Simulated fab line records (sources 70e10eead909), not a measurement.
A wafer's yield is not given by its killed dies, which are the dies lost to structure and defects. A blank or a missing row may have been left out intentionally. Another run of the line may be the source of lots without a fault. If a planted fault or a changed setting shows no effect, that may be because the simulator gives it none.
A struck lot beside a sound one / flow nand_harc / 13 out of 1302 route steps
Sound: the wafers L824.1, L824.2, L824.6. Struck: wafers L828.1, L828.3. (L828.6 of the same lot was not struck and is left out.) The cause comes at the end.
Each step with rows lists, per side, the tool, then ch with its chambers, then its first start. Under that, the readings that differ: sound wafers / struck wafers / difference of the means / sigmas: that difference in standard deviations of wafers without a fault.
alike: readings with means less than 2 such deviations apart, plus words and numbers identical on both sides. not compared: withheld readings, readings lacking a value on some wafer, bounds such as >300 that could conceal the same value, and numbers that have no deviation in the record and whose values overlap.
The two part at a step that has a row with sigmas, a row that says differs or no value, or rows on one side only. Non-overlapping numbers with no deviation appear without sigmas and do not part them. A reading missing from all wafers of one side parts the sides only when that side holds two or more wafers.

NHARC_A_SLIT_ETCH_26: etches the open film in C4F8/O2/Ar, time 90 s, target depth 400 nm.
  sound on har_etch-01 ch 0,1, day 24 21:28; struck on har_etch-02 ch 1, day 26 17:44
reading=showerhead_plenum_p_Torr (Torr); sound=3.65 3.65 3.65; struck=3.89 3.89; difference=+0.24; sigmas=+2
  alike: drypump_motor_current_A, throttle_valve_pct
  not compared: rf_hours_counter_h
then, 1 step without rows for these wafers: NHARC_A_SLIT_STRIP_28 (strips in O2/COS).
NHARC_A_SLIT_ETCH_29: etches the open film in CF4/O2, target depth 100 nm, overetch 10 nm, time 55 s.
  sound on rie_diel-07 ch 0,3, day 24 22:21; struck on rie_diel-02 ch 1,3, day 26 18:38
  alike: drypump_motor_current_A, oes_product_au, rf_vpp_V, showerhead_plenum_p_Torr, throttle_valve_pct
  not compared: rf_hours_counter_h
NHARC_A_SLIT_STRIP_18: strips in O2.
  sound on rie_diel-07 ch 1,2,3; struck on rie_diel-02 ch 2,3
reading=drypump_motor_current_A (A); sound=5.63 5.30 5.49; struck=6.23 5.90; difference=+0.59; sigmas=+2
  alike: oes_product_au, rf_vpp_V, showerhead_plenum_p_Torr, throttle_valve_pct
  not compared: rf_hours_counter_h
then, 2 steps without rows for these wafers: NHARC_A_SLIT_PRECLEAN_19 (cleans in SC1); NHARC_A_SLIT_SRD_20.
NHARC_A_SLIT_CD_MEAS_21:
  struck on cd_sem-03, day 26 19:15; sound on cd_sem-03, day 24 22:53
reading=cd_nm (nm); sound=291.0 290.2 290.5; struck=289.3 288.0; difference=-1.9; sigmas=-2
then, 3 steps without rows for these wafers: NHARC_A_SIN_REMOVE_WET_00 (chemistry H3PO4, time 15300 s); NHARC_A_SIN_REMOVE_PRECLEAN_01 (cleans in SC1); NHARC_A_SIN_REMOVE_SRD_02.
NHARC_A_SIN_REMOVE_INSPECT_04:
  struck on defect_inspect-02, day 27 01:57; sound on defect_inspect-01, day 25 04:53
  alike: raw_defect_count
NHARC_A_WL_FILL_ALD_00: deposits Al2O3, target thk 3 nm, pulse time 3 s, ald cycles 30.
  sound on ald_hk-01 ch 0,1,2, day 25 05:10; struck on ald_hk-01 ch 0,2, day 27 02:02
reading=ald_cycles; sound=30 30 30; struck=33 33; difference=+3; sigmas=
  alike: heater_power_w, precursor_pulse_height_rel
NHARC_A_WL_FILL_RTA_01: time 5 s.
  sound on rtp_anneal-02 ch 0, day 25 05:28; struck on rtp_anneal-01 ch 0, day 27 02:17
  alike: anneal_temp_c_max, lamp_power_pct, lamp_zone_4_pct, lamp_zone_5_pct, wafer_temp_C_max

WHERE THEY PART
First at NHARC_A_SLIT_ETCH_26; last, within this record, at NHARC_A_SLIT_CD_MEAS_21. Later steps at which nothing parts them and some readings are alike: NHARC_A_SIN_REMOVE_INSPECT_04, NHARC_A_WL_FILL_ALD_00, NHARC_A_WL_FILL_RTA_01.

WHY: the cause the simulator had injected
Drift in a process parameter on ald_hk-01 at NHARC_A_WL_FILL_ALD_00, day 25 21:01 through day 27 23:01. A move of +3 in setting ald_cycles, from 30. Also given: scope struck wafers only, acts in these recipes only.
